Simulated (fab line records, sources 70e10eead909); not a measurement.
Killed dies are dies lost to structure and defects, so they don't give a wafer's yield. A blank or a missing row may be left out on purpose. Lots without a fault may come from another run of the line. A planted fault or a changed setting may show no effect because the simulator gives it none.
Which tool did it? | flow nand_harc | 10 lots, 30 wafers sampled, at 3 steps of a route of 1159

WHAT THE GAUGES READ, wafer by wafer
NHARC_A_CHANNEL_HOLE_D1_CD_MEAS_10: target cd 100 nm.
lot  | measured     | on        | cd_nm (nm)
L774 | day 8 01:25  | cd_sem-01 | 100.3 99.1 99.7
L776 | day 8 23:31  | cd_sem-02 | 100.0 99.7 100.2
L781 | day 10 05:19 | cd_sem-01 | 100.1 99.5 99.6
L783 | day 10 13:00 | cd_sem-03 | 100.6 99.9 100.3
L787 | day 11 19:53 | cd_sem-03 | 106.7 100.1 100.0
L788 | day 12 02:03 | cd_sem-01 | 100.5 101.0 106.7
L790 | day 12 10:26 | cd_sem-03 | 99.4 99.2 99.7
L791 | day 12 18:41 | cd_sem-01 | 106.2 100.2 99.9
L794 | day 13 08:44 | cd_sem-01 | 99.6 99.8 99.9
L796 | day 14 01:09 | cd_sem-01 | 99.2 100.4 100.0

WHICH TOOL RAN EACH LOT (tool, then ch and the chambers of the sampled wafers, then the start)
lot  | NHARC_P_BONDPAD_DEGAS_25     | NHARC_A_CHANNEL_HOLE_D1_PEB_08
L774 | pvd_sputter-01, day 6 06:07  | litho_track-04 ch 0, day 8 01:20
L776 | pvd_sputter-02, day 7 04:23  | litho_track-04 ch 0, day 8 23:26
L781 | pvd_sputter-03, day 8 10:28  | litho_track-01 ch 0, day 10 05:15
L783 | pvd_sputter-02, day 8 17:25  | litho_track-01 ch 0, day 10 12:55
L787 | pvd_sputter-03, day 9 23:56  | litho_track-01 ch 0, day 11 19:49
L788 | pvd_sputter-01, day 10 06:41 | litho_track-01 ch 0, day 12 01:58
L790 | pvd_sputter-02, day 10 15:19 | litho_track-06 ch 0, day 12 10:22
L791 | pvd_sputter-03, day 10 20:14 | litho_track-01 ch 0, day 12 18:37
L794 | pvd_sputter-01, day 11 15:29 | litho_track-04 ch 0, day 13 08:39
L796 | pvd_sputter-01, day 12 02:16 | litho_track-04 ch 0, day 14 01:04
- NHARC_P_BONDPAD_DEGAS_25: time 60 s.
- NHARC_A_CHANNEL_HOLE_D1_PEB_08: peb time 65 s.

THE ANSWER, worked out from the rows above alone
Rule: what is usual is taken from the lots themselves. Put in order of their means at a reading, lots are off if they are a third of the lots or fewer, leave a main group of 4 or more, and stand apart from it by a gap of 3 or more times the standard deviation of the main group's means; of several such gaps the widest counts. A main group whose means are all the same, to the digits that the tables above print for the reading, isn't used. A lot without any number at a reading at which 4 lots or more have one is off too. The other lots that the step has rows for count as sound.
Off: L787, L788, L791, at NHARC_A_CHANNEL_HOLE_D1_CD_MEAS_10 (cd_nm). The main group: mean 99.8 nm, standard deviation 0.24.
A tool fits if, at a process step before that reading, it ran every lot that is off, and no sound lot after the first of them. The gauges at NHARC_A_CHANNEL_HOLE_D1_CD_MEAS_10 are tried like those tools. One fits: litho_track-01 at NHARC_A_CHANNEL_HOLE_D1_PEB_08. Its last sound lot is L783 (day 10 12:55), its first lot that is off L787 (day 11 19:49): a fault that began between those two fits.

WHAT THE SIMULATOR HAD PUT IN
Process parameter drift: litho_track-01, from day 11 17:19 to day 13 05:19, at NHARC_A_CHANNEL_HOLE_D1_PEB_08. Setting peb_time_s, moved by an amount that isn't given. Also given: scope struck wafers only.
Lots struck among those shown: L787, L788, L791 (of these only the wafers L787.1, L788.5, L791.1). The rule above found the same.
